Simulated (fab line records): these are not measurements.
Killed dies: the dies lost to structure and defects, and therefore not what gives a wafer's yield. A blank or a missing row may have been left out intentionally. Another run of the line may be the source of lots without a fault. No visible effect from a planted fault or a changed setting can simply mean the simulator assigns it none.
fab line records + flow n5_finfet
[record]
- lots = 11
- wafers = 32
- last_day = 17
route steps=1938 shown MIM_TOP_ETCH@1852 MIM_BOT_LITHO@1864 PAD_METAL@1894 PASSIVATION@1929
lots untouched by any fault: they come from a run of this same line in which no faults occurred
start_h: start of the lot's first displayed wafer, in hours after the record's first day + wait_h: how many hours have passed since the lot's step before this one + " unchanged from the row above + L1.1+2: one row covering several wafers at once + - either no value or no given start + * or withheld: withheld + < > ~ a bound
route shown NAME@n: a module of which the file shows steps, and the number in the route of the first + usual: mean/standard deviation of fault-free wafers + same: alike in all rows + chamber/n: place in a boat + sites: per-site readings + _std_site: their standard deviation + _edge_site: the outer-site mean with the inner-site mean subtracted + radius_mm: how far each site lies from the wafer's centre + mask NAME#n: copy n + behind: the most recent tool/chamber to have shaped the wafer + hold: reason for holding the lot/hours on hold/outcome of the hold + device: which transistor (n, p or np) failed to switch + end of line: at the end of the route, the tests of the same wafers + where a step has no rows: the recipe by itself + killed: at the first sort, the dies lost to defects and structure; wafer yield is something else + map: a wafer's dies, marking killed ones x, the rest . and places with no die _
set.NAME: setting as actually run; set.NAME@STEP: the setting as run at that earlier step + model.NAME: the simulator's own value behind a step, which no gauge read
route steps across a sampled set of lots; one table per step, one row per wafer
services: from which hour (start_h, from the record's first day; less than 0 if before it) a tool's chamber was out of use, for how many hours, and why
[[steps]]
[step N5_MIM_TOP_ETCH_STRIP_01]
[recipe]
- chemistry = O2
- power_w = 600
- temp_c = 60
- pressure_mtorr = 30
- rf_frequency_hz = 6e+07
- bias_power_w = 0
- overash_fraction = 0.5
- o2_flow_sccm = 225
[usual]
- drypump_motor_current_A = 5.8/0.36
- oes_product_au = 0.77/0.097
- rf_vpp_V = 3.7/1.2
- showerhead_plenum_p_Torr = 2.10/0.078
- throttle_valve_pct = 16.76/0.24
[same]
- overash_fraction = 0.5
| lot.wafer | tool        | chamber | start_h | wait_h | drypump_motor_current_A | oes_product_au | rf_hours_counter_h | rf_vpp_V | showerhead_plenum_p_Torr | throttle_valve_pct |
|-----------|-------------|---------|---------|--------|-------------------------|----------------|--------------------|----------|--------------------------|--------------------|
| L327.1    | rie_diel-03 | 1       | 250.58  | 0.1    | 6.2                     | 0.74           | 184                | 3.2      | 2.14                     | 16.91              |
| L327.3    | "           | 0       | "       | "      | 5.7                     | 0.74           | 202                | 4.6      | 2.20                     | 16.93              |
| L327.5    | "           | 3       | "       | "      | 5.7                     | 0.73           | -                  | 3.7      | 2.00                     | 16.79              |
| L328.2    | rie_diel-02 | 3       | 267.88  | 0.1    | 5.3                     | 0.76           | 117                | 4.6      | 2.09                     | 16.23              |
| L328.6    | "           | 3       | "       | "      | 5.3                     | 0.78           | -                  | 5.1      | 2.09                     | 16.28              |
| L331.1    | rie_diel-03 | 3       | 281.21  | 0.1    | 5.7                     | 0.72           | 220                | 2.9      | 1.99                     | 16.86              |
| L331.4    | "           | 1       | "       | "      | 6.3                     | 0.73           | 193                | 2.7      | 2.14                     | 16.90              |
| L331.6    | "           | 1       | "       | "      | 6.2                     | 0.75           | -                  | 3.7      | 2.14                     | 16.93              |
| L332.1    | rie_diel-03 | 3       | 287.13  | 0.1    | 5.8                     | 0.68           | 222                | 5.6      | 1.99                     | 16.82              |
| L332.2    | "           | 1       | "       | "      | 6.2                     | 0.72           | 195                | 3.0      | 2.14                     | 16.90              |
| L332.3    | "           | 0       | "       | "      | 5.7                     | 0.72           | 214                | 3.9      | 2.19                     | 16.95              |
| L333.1    | rie_diel-02 | 0       | 291.85  | 0.1    | 6.3                     | 0.71           | 235                | 2.7      | 2.03                     | 16.89              |
| L333.5    | "           | 0       | "       | "      | 6.3                     | 0.69           | -                  | 2.3      | 2.02                     | 16.90              |
| L333.6    | "           | 3       | "       | "      | 5.3                     | 0.75           | -                  | 2.6      | 2.09                     | 16.26              |
| L335.1    | rie_diel-01 | 0       | 314.47  | 0.3    | 5.7                     | 0.94           | 6                  | 2.3      | 2.08                     | 16.33              |
| L335.3    | "           | 3       | "       | "      | 5.4                     | 0.70           | 217                | 2.5      | 2.07                     | 16.83              |
| L335.5    | "           | 3       | "       | "      | 5.4                     | 0.69           | -                  | 1.4      | 2.07                     | 16.82              |
| L342.1    | rie_diel-03 | 2       | 343.13  | 0.1    | 5.9                     | 0.91           | 38                 | 3.8      | 2.23                     | 16.79              |
| L342.2    | "           | 1       | "       | "      | 6.3                     | 0.72           | 212                | 1.7      | 2.13                     | 16.98              |
| L342.5    | "           | 1       | "       | "      | 6.2                     | 0.72           | -                  | 4.3      | 2.13                     | 16.93              |
| L348.1    | rie_diel-03 | 2       | 380.04  | 0.1    | 6.0                     | 0.88           | 49                 | 2.7      | 2.23                     | 16.82              |
| L348.3    | "           | 0       | "       | "      | 5.7                     | 0.70           | 243                | 3.6      | 2.18                     | 17.01              |
| L348.6    | "           | 0       | "       | "      | 5.7                     | 0.69           | -                  | 4.3      | 2.18                     | 17.02              |
| L346.1    | rie_diel-03 | 2       | 387.78  | 0.2    | 6.0                     | 0.89           | 50                 | 5.5      | 2.23                     | 16.83              |
| L346.2    | "           | 0       | "       | "      | 5.7                     | 0.70           | 244                | 4.3      | 2.18                     | 17.02              |
| L346.3    | "           | 1       | "       | "      | 6.3                     | 0.70           | 224                | 2.5      | 2.13                     | 16.98              |
| L349.2    | rie_diel-02 | 1       | 400.04  | 0.1    | 5.8                     | 0.84           | 96                 | 3.7      | 2.04                     | 16.61              |
| L349.3    | "           | 2       | "       | "      | 5.2                     | 0.91           | 14                 | 3.3      | 2.06                     | 16.65              |
| L349.6    | "           | 2       | "       | "      | 5.1                     | 0.92           | -                  | 3.5      | 2.06                     | 16.67              |
| L350.1    | rie_diel-03 | 1       | 400.39  | 0.1    | 6.2                     | 0.72           | 228                | 3.3      | 2.13                     | 16.97              |
| L350.3    | "           | 2       | "       | "      | 6.0                     | 0.87           | 54                 | 4.7      | 2.23                     | 16.84              |
| L350.6    | "           | 3       | "       | "      | 5.8                     | 0.95           | -                  | 7.0      | 2.25                     | 16.40              |
[step N5_MIM_BOT_LITHO_INSPECT_12]
[recipe]
- mode = adi
- inspect_instrument = macro
[usual]
- raw_defect_count = 2.0/1.3
| lot.wafer | tool              | chamber | start_h | wait_h | raw_defect_count |
|-----------|-------------------|---------|---------|--------|------------------|
| L327.1    | defect_inspect-02 | -       | 251.16  | 0.0    | 1                |
| L327.3    | "                 | -       | "       | "      | 0                |
| L327.5    | "                 | -       | "       | "      | 4                |
| L328.2    | defect_inspect-02 | -       | 268.47  | 0.0    | 0                |
| L328.6    | "                 | -       | "       | "      | 2                |
| L331.1    | defect_inspect-01 | -       | 281.68  | 0.0    | 3                |
| L331.4    | "                 | -       | "       | "      | 2                |
| L331.6    | "                 | -       | "       | "      | 1                |
| L332.1    | defect_inspect-01 | -       | 287.62  | 0.0    | 3                |
| L332.2    | "                 | -       | "       | "      | 2                |
| L332.3    | "                 | -       | "       | "      | 3                |
| L333.1    | defect_inspect-02 | -       | 292.32  | 0.0    | 5                |
| L333.5    | "                 | -       | "       | "      | 1                |
| L333.6    | "                 | -       | "       | "      | 1                |
| L335.1    | defect_inspect-01 | -       | 314.95  | 0.0    | 1                |
| L335.3    | "                 | -       | "       | "      | 1                |
| L335.5    | "                 | -       | "       | "      | 1                |
| L342.1    | defect_inspect-02 | -       | 343.72  | 0.0    | 2                |
| L342.2    | "                 | -       | "       | "      | 4                |
| L342.5    | "                 | -       | "       | "      | 2                |
| L348.1    | defect_inspect-01 | -       | 380.51  | 0.0    | 3                |
| L348.3    | "                 | -       | "       | "      | 5                |
| L348.6    | "                 | -       | "       | "      | 4                |
| L346.1    | defect_inspect-02 | -       | 388.26  | 0.0    | 2                |
| L346.2    | "                 | -       | "       | "      | 1                |
| L346.3    | "                 | -       | "       | "      | 3                |
| L349.2    | defect_inspect-02 | -       | 400.53  | 0.0    | 2                |
| L349.3    | "                 | -       | "       | "      | 3                |
| L349.6    | "                 | -       | "       | "      | 3                |
| L350.1    | defect_inspect-01 | -       | 400.86  | 0.0    | 1                |
| L350.3    | "                 | -       | "       | "      | 1                |
| L350.6    | "                 | -       | "       | "      | 1                |
[step N5_PASSIVATION_PRE_CLEAN_19]
[recipe]
- gas = H2/He
- time_s = *
- temp_c = *
[usual]
- heater_power_w = 465/40
| lot.wafer | tool           | chamber | start_h | wait_h | heater_power_w |
|-----------|----------------|---------|---------|--------|----------------|
| L327.1    | pvd_sputter-02 | -       | 258.98  | 0.0    | 479            |
| L327.3    | "              | -       | "       | "      | 400            |
| L327.5    | "              | -       | "       | "      | 547            |
| L328.2    | pvd_sputter-03 | -       | 271.03  | 0.0    | 448            |
| L328.6    | "              | -       | "       | "      | 413            |
| L331.1    | pvd_sputter-03 | -       | 284.00  | 0.0    | 453            |
| L331.4    | "              | -       | "       | "      | 444            |
| L331.6    | "              | -       | "       | "      | 458            |
| L332.1    | pvd_sputter-01 | -       | 290.64  | 0.0    | 436            |
| L332.2    | "              | -       | "       | "      | 494            |
| L332.3    | "              | -       | "       | "      | 496            |
| L333.1    | pvd_sputter-02 | -       | 294.89  | 0.0    | 538            |
| L333.5    | "              | -       | "       | "      | 545            |
| L333.6    | "              | -       | "       | "      | 493            |
| L335.1    | pvd_sputter-01 | -       | 320.10  | 0.0    | 496            |
| L335.3    | "              | -       | "       | "      | 422            |
| L335.5    | "              | -       | "       | "      | 512            |
| L342.1    | pvd_sputter-01 | -       | 346.20  | 0.0    | 418            |
| L342.2    | "              | -       | "       | "      | 509            |
| L342.5    | "              | -       | "       | "      | 411            |
| L348.1    | pvd_sputter-03 | -       | 387.56  | 0.0    | 440            |
| L348.3    | "              | -       | "       | "      | 478            |
| L348.6    | "              | -       | "       | "      | 466            |
| L346.1    | pvd_sputter-03 | -       | 394.36  | 0.0    | 433            |
| L346.2    | "              | -       | "       | "      | 457            |
| L346.3    | "              | -       | "       | "      | 463            |
| L349.2    | pvd_sputter-02 | -       | 403.25  | 0.0    | 450            |
| L349.3    | "              | -       | "       | "      | 488            |
| L349.6    | "              | -       | "       | "      | 454            |
| L350.1    | pvd_sputter-03 | -       | 403.42  | 0.0    | 421            |
| L350.3    | "              | -       | "       | "      | 464            |
| L350.6    | "              | -       | "       | "      | 416            |
[step N5_PASSIVATION_PASS_ETCH_47]
[recipe]
- chemistry = CF4/O2
- target = SiNx
- target_depth_a = 7700
- time_s = 385
- ion_energy_ev = 100
- pressure_mtorr = 40
- source_w = 535
- bias_w = 49
- Ar_flow_sccm = 100
- cf4_flow_sccm = 100
- O2_flow_sccm = 10
[usual]
- drypump_motor_current_A = 5.7/0.42
- oes_f_703_au = 0.81/0.092
- oes_product_au = 0.81/0.09
- rf_fwd_power_W = 533.9/1.7
- rf_vpp_V = 243/11
- showerhead_plenum_p_Torr = 2.22/0.055
- throttle_valve_pct = 15.77/0.18
| lot.wafer | tool        | chamber | start_h | wait_h | drypump_motor_current_A | oes_f_703_au | oes_product_au | rf_fwd_power_W | rf_hours_counter_h | rf_vpp_V | showerhead_plenum_p_Torr | throttle_valve_pct |
|-----------|-------------|---------|---------|--------|-------------------------|--------------|----------------|----------------|--------------------|----------|--------------------------|--------------------|
| L327.1    | rie_diel-06 | 3       | 263.29  | 0.0    | 5.8                     | 0.72         | 0.71           | 534.5          | 217                | 254      | 2.19                     | 16.16              |
| L327.3    | "           | 0       | "       | "      | 5.7                     | 0.69         | 0.74           | 536.4          | 162                | 260      | 2.21                     | 15.78              |
| L327.5    | "           | 3       | "       | "      | 5.8                     | 0.71         | 0.72           | 535.8          | -                  | 253      | 2.20                     | 16.17              |
| L328.2    | rie_diel-05 | 1       | 274.14  | 0.0    | 5.2                     | 0.92         | 0.94           | 536.2          | 26                 | 248      | 2.26                     | 15.73              |
| L328.6    | "           | 3       | "       | "      | 5.6                     | 0.90         | 0.86           | 535.5          | -                  | 224      | 2.33                     | 15.66              |
| L331.1    | rie_diel-05 | 0       | 286.79  | 0.0    | 6.1                     | 0.72         | 0.72           | 534.0          | 229                | 248      | 2.27                     | 15.87              |
| L331.4    | "           | 2       | "       | "      | 6.3                     | 0.83         | 0.78           | 533.3          | 134                | 223      | 2.32                     | 15.90              |
| L331.6    | "           | 3       | "       | "      | 5.6                     | 0.90         | 0.86           | 534.0          | -                  | 225      | 2.32                     | 15.68              |
| L332.1    | rie_diel-04 | 2       | 293.23  | 0.0    | 4.8                     | 0.89         | 0.91           | 531.3          | 20                 | 247      | 2.25                     | 15.80              |
| L332.2    | "           | 3       | "       | "      | 5.4                     | 0.83         | 0.85           | 533.1          | 47                 | 240      | 2.15                     | 15.68              |
| L332.3    | "           | 0       | "       | "      | 6.0                     | 0.88         | 0.85           | 535.5          | 60                 | 231      | 2.14                     | 15.59              |
| L333.1    | rie_diel-04 | 1       | 297.53  | 0.0    | 5.1                     | 0.97         | 0.94           | 532.5          | 17                 | 233      | 2.25                     | 15.89              |
| L333.5    | "           | 1       | "       | "      | 5.1                     | 0.98         | 0.94           | 530.1          | -                  | 234      | 2.25                     | 15.88              |
| L333.6    | "           | 0       | "       | "      | 5.9                     | 0.89         | 0.85           | 531.8          | -                  | 234      | 2.14                     | 15.57              |
| L335.1    | rie_diel-04 | 2       | 323.15  | 0.0    | 4.8                     | 1.10         | 0.93           | 665.8          | 31                 | 222      | 2.24                     | 15.81              |
| L335.3    | "           | 3       | "       | "      | 5.4                     | 1.05         | 0.88           | 662.1          | 56                 | 214      | 2.15                     | 15.68              |
| L335.5    | "           | 0       | "       | "      | 5.9                     | 1.10         | 0.88           | 660.3          | -                  | 209      | 2.14                     | 15.61              |
| L342.1    | rie_diel-04 | 3       | 349.63  | 0.0    | 5.4                     | 1.04         | 0.87           | 660.7          | 65                 | 215      | 2.15                     | 15.70              |
| L342.2    | "           | 2       | "       | "      | 4.8                     | 1.07         | 0.92           | 662.8          | 39                 | 223      | 2.24                     | 15.83              |
| L342.5    | "           | 3       | "       | "      | 5.4                     | 1.04         | 0.86           | 660.1          | -                  | 214      | 2.15                     | 15.72              |
| L348.1    | rie_diel-05 | 2       | 390.27  | 0.0    | 6.3                     | 0.80         | 0.75           | 532.6          | 174                | 221      | 2.30                     | 15.99              |
| L348.3    | "           | 0       | "       | "      | 6.0                     | 0.98         | 0.97           | 533.2          | 5                  | 247      | 2.26                     | 15.50              |
| L348.6    | "           | 3       | "       | "      | 5.6                     | 0.84         | 0.79           | 531.6          | -                  | 222      | 2.31                     | 15.76              |
| L346.1    | rie_diel-06 | 0       | 397.20  | 0.0    | 5.7                     | 0.66         | 0.71           | 536.0          | 208                | 259      | 2.19                     | 15.87              |
| L346.2    | "           | 2       | "       | "      | 6.1                     | 0.72         | 0.70           | 532.8          | 247                | 241      | 2.25                     | 15.63              |
| L346.3    | "           | 3       | "       | "      | 5.8                     | 0.95         | 0.95           | 533.1          | 8                  | 252      | 2.18                     | 15.70              |
| L349.2    | rie_diel-05 | 2       | 406.32  | 0.0    | 6.3                     | 0.80         | 0.75           | 528.6          | 179                | 222      | 2.30                     | 16.01              |
| L349.3    | "           | 3       | "       | "      | 5.6                     | 0.83         | 0.79           | 535.0          | 97                 | 226      | 2.31                     | 15.77              |
| L349.6    | "           | 3       | "       | "      | 5.6                     | 0.84         | 0.79           | 533.0          | -                  | 227      | 2.31                     | 15.77              |
| L350.1    | rie_diel-06 | 3       | 406.43  | 0.0    | 5.8                     | 0.94         | 0.93           | 535.7          | 11                 | 253      | 2.18                     | 15.73              |
| L350.3    | "           | 2       | "       | "      | 6.0                     | 0.72         | 0.69           | 534.2          | 250                | 240      | 2.25                     | 15.62              |
| L350.6    | "           | 2       | "       | "      | 6.1                     | 0.72         | 0.70           | 532.4          | -                  | 240      | 2.25                     | 15.65              |
[step N5_PASSIVATION_PROBE_49]
[usual]
- defect_limited_yield = 91.8/1.5
- killed_at_M0_to_M3 = 33/11
- killed_at_M4_up = 13/5
- killed_at_contacts = 11/5.6
- killed_at_front_end = 36/12
- killed_at_other = 3.4/2.5
- killed_dies = 97/18
- killed_on_rim = 12/4.2
- killed_open = 64/13
- killed_short = 31/6.9
- sort_bin_4_leakage = 0.01/0.048
- sort_bin_5_function = 4.8/1
- sort_bin_6_memory = 3.1/0.64
- sort_bin_8_speed = 0.00/0.014
- sort_n_pass = 1083/18
- sort_yield_pct = 91.8/1.5
[same]
- gross_dies = 1180
- killed_at_back_side = 0
| lot.wafer | tool      | chamber | start_h | wait_h | defect_limited_yield[%] | killed_at_M0_to_M3 | killed_at_M4_up | killed_at_contacts | killed_at_front_end | killed_at_other | killed_dies | killed_on_rim | killed_open | killed_short | sort_bin_4_leakage[%] | sort_bin_5_function[%] | sort_bin_6_memory[%] | sort_bin_8_speed[%] | sort_n_pass | sort_yield_pct[%] |
|-----------|-----------|---------|---------|--------|-------------------------|--------------------|-----------------|--------------------|---------------------|-----------------|-------------|---------------|-------------|--------------|-----------------------|------------------------|----------------------|---------------------|-------------|-------------------|
| L335.5    | prober-01 | -       | 327.64  | 0.2    | 91.2                    | 32                 | 13              | 19                 | 36                  | 4               | 104         | 22            | 72          | 32           | 0                     | 5.2                    | 3.4                  | 0                   | 1076        | 91.2              |
| L342.1    | prober-02 | -       | 352.65  | 0.0    | 89.3                    | 46                 | 14              | 12                 | 49                  | 5               | 126         | 12            | 81          | 42           | 0                     | 6.6                    | 4.1                  | 0                   | 1054        | 89.3              |
| L342.2    | prober-02 | -       | 352.70  | 0.1    | 85.4                    | 51                 | 12              | 19                 | 89                  | 1               | 172         | 21            | 114         | 57           | 0                     | 9.1                    | 4.8                  | 0                   | 1008        | 85.4              |
| L342.5    | prober-02 | -       | 352.85  | 0.2    | 90.3                    | 43                 | 16              | 1                  | 53                  | 1               | 114         | 20            | 63          | 47           | 0                     | 5.4                    | 3.6                  | 0                   | 1066        | 90.3              |
// killed by level:class
L335.5 MOL_CONTACT_COAG:geometric_particle:open=13 STI_FIN_REVEAL:geometric_particle:open=12 BEOL_M2:geometric_particle:open=7 BEOL_M3:geometric_particle:open=7 FIN_SAQP:geometric_particle:open=6 MOL_CONTACT_COAG:geometric_particle:short=6 BEOL_M0_SAQP:geometric_particle:short=6 BEOL_M0_SAQP:geometric_particle:open=5
L342.1 FIN_SAQP:geometric_particle:open=16 BEOL_M0_SAQP:geometric_particle:open=16 BEOL_M0_SAQP:geometric_particle:short=14 MOL_CONTACT_COAG:geometric_particle:open=10 FIN_SAQP:geometric_particle:short=5 STI_FIN_REVEAL:geometric_particle:open=5 DUMMY_GATE:geometric_particle:open=5 BEOL_M4:geometric_particle:open=5
L342.2 FIN_SAQP:geometric_particle:open=30 FIN_SAQP:geometric_particle:short=16 STI_FIN_REVEAL:geometric_particle:open=14 MOL_CONTACT_COAG:geometric_particle:open=13 BEOL_M0_SAQP:geometric_particle:short=13 GATE_CUT:geometric_particle:open=12 BEOL_M0_SAQP:geometric_particle:open=9 GATE_CUT:geometric_particle:short=7
L342.5 FIN_SAQP:geometric_particle:open=10 FIN_SAQP:geometric_particle:short=10 BEOL_M0_SAQP:geometric_particle:short=10 BEOL_M1:geometric_particle:open=9 BEOL_M3:geometric_particle:open=7 GATE_CUT:geometric_particle:short=5 GATE_CUT:geometric_particle:open=5 BEOL_M2:geometric_particle:open=5
[[services]]
| tool           | chamber | start_h | hours | kind                          |
|----------------|---------|---------|-------|-------------------------------|
| rie_diel-05    | 0       | 230.90  | 5.1   | repair                        |
| rie_diel-03    | -       | 234.90  | 15.6  | pm                            |
| rie_diel-04    | 1       | 238.23  | -     | clean                         |
| rie_diel-04    | 1       | 238.23  | -     | consumable_replace:focus_ring |
| rie_diel-04    | 1       | 238.23  | 16.5  | scheduled_down                |
| rie_diel-04    | 1       | 238.23  | 16.5  | vent_cycle                    |
| rie_diel-06    | 3       | 245.02  | 16.7  | repair                        |
| pvd_sputter-01 | -       | 252.79  | 1.5   | repair                        |
| rie_diel-01    | -       | 300.50  | 2.8   | pm                            |
| rie_diel-06    | 2       | 302.78  | 3.3   | repair                        |
| rie_diel-04    | 3       | 307.04  | 5.2   | repair                        |
| rie_diel-04    | 1       | 324.53  | 5.2   | repair                        |
| rie_diel-05    | 2       | 336.31  | 4.8   | repair                        |
| rie_diel-05    | 0       | 341.11  | -     | clean                         |
| rie_diel-03    | 3       | 379.49  | -     | clean                         |
| rie_diel-03    | 3       | 379.49  | -     | consumable_replace:focus_ring |
| rie_diel-03    | 3       | 379.49  | -     | consumable_replace:showerhead |
| rie_diel-03    | 3       | 379.49  | 20.2  | scheduled_down                |
| rie_diel-03    | 3       | 379.49  | 20.2  | vent_cycle                    |
| rie_diel-05    | 0       | 379.50  | 2.6   | repair                        |
| pvd_sputter-02 | -       | 382.78  | 4.8   | repair                        |
| rie_diel-06    | -       | 388.03  | 0.2   | repair                        |
| rie_diel-03    | 0       | 404.28  | -     | clean                         |
| rie_diel-03    | 0       | 404.28  | -     | consumable_replace:focus_ring |
[[key]]
[first_sign]
- step = N5_PASSIVATION_PASS_ETCH_47
- reading = rf_fwd_power_W
- direction = up
- sigmas = 76
- usual = *
- struck = *
[effect]
- step = N5_PASSIVATION_PASS_ETCH_47
- reading = oes_f_703_au
- direction = up
- sigmas = 2.8
- usual = 0.81
- struck = 1.07
met_at N5_PASSIVATION_PASS_ETCH_47
struck_lots L335,L342
not_acting_at N5_MIM_TOP_ETCH_STRIP_01,N5_MIM_BOT_LITHO_INSPECT_12,N5_PASSIVATION_PRE_CLEAN_19
onset_between 297.53 323.15
[fault]
- kind = process_parameter_drift
- tool = rie_diel-04
- chamber = -
- onset_h = 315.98
- steps = N5_PASSIVATION_PASS_ETCH_47
- channel = source_w
- offset = 128.4
- shape = step
- end_h = 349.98
- acts_in = these_recipes_only
- stated = 535
